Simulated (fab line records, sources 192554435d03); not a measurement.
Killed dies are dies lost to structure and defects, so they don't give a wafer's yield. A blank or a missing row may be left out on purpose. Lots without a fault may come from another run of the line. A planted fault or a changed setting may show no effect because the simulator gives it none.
Chamber matching | flow n5_finfet | N5_BEOL_M0_SAQP_PECVD_00 on pecvd-01: 3 sister chambers
The step deposits SiCN from 3MS/NH3, target thk 8 nm, time 14 s. 6 wafers are shown with their chamber, then 10 later ones without.

WAFERS WITH THEIR CHAMBER
wafer  | chamber | throttle_valve_pct (%) | showerhead_plenum_p_Torr (Torr)
L081.1 | 2       | 9.6                    | 3.663
L081.4 | 1       | 9.8                    | 3.671
L081.5 | 2       | 9.4                    | 3.661
L081.6 | 0       | 8.3                    | 3.670
L083.1 | 1       | 9.6                    | 3.658
L083.3 | 0       | 8.6                    | 3.659

WAFERS WITHOUT THEIR CHAMBER
wafer  | throttle_valve_pct (%) | showerhead_plenum_p_Torr (Torr)
L083.5 | 9.7                    | 3.674
L086.1 | 9.8                    | 3.658
L086.4 | 9.6                    | 3.670
L086.5 | 8.7                    | 3.665
L088.1 | 9.7                    | 3.668
L088.2 | 9.3                    | 3.664
L088.5 | 9.5                    | 3.671
L094.1 | 8.4                    | 3.654
L094.2 | 9.7                    | 3.666
L094.4 | 8.8                    | 3.665

WHICH CHAMBER EACH WENT THROUGH
wafer  | from the rows above     | in truth
L083.5 | can't be placed: 1 or 2 | 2
L086.1 | can't be placed: 1 or 2 | 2
L086.4 | can't be placed: 1 or 2 | 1
L086.5 | 0                       | 0
L088.1 | can't be placed: 1 or 2 | 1
L088.2 | can't be placed: 2 or 1 | 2
L088.5 | can't be placed: 2 or 1 | 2
L094.1 | 0                       | 0
L094.2 | can't be placed: 1 or 2 | 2
L094.4 | 0                       | 0
Placed correctly: 3 of 10. Can't be placed from these rows: 7 (the true chamber is among the candidates in 7). Placed wrongly: 0.
How it was worked out, from the rows above alone: a wafer's distance from a chamber is the root of the sum, over the readings, of the square of ((its reading less the chamber's mean) divided by the reading's scatter). The wafer belongs to the nearest chamber; if the next one is less than 2 further off, it can't be placed. A chamber's mean is the mean of its shown wafers. The scatter: the root of (the sum of the squares of (reading less its chamber's mean) over the shown wafers, divided by (wafers less chambers)).
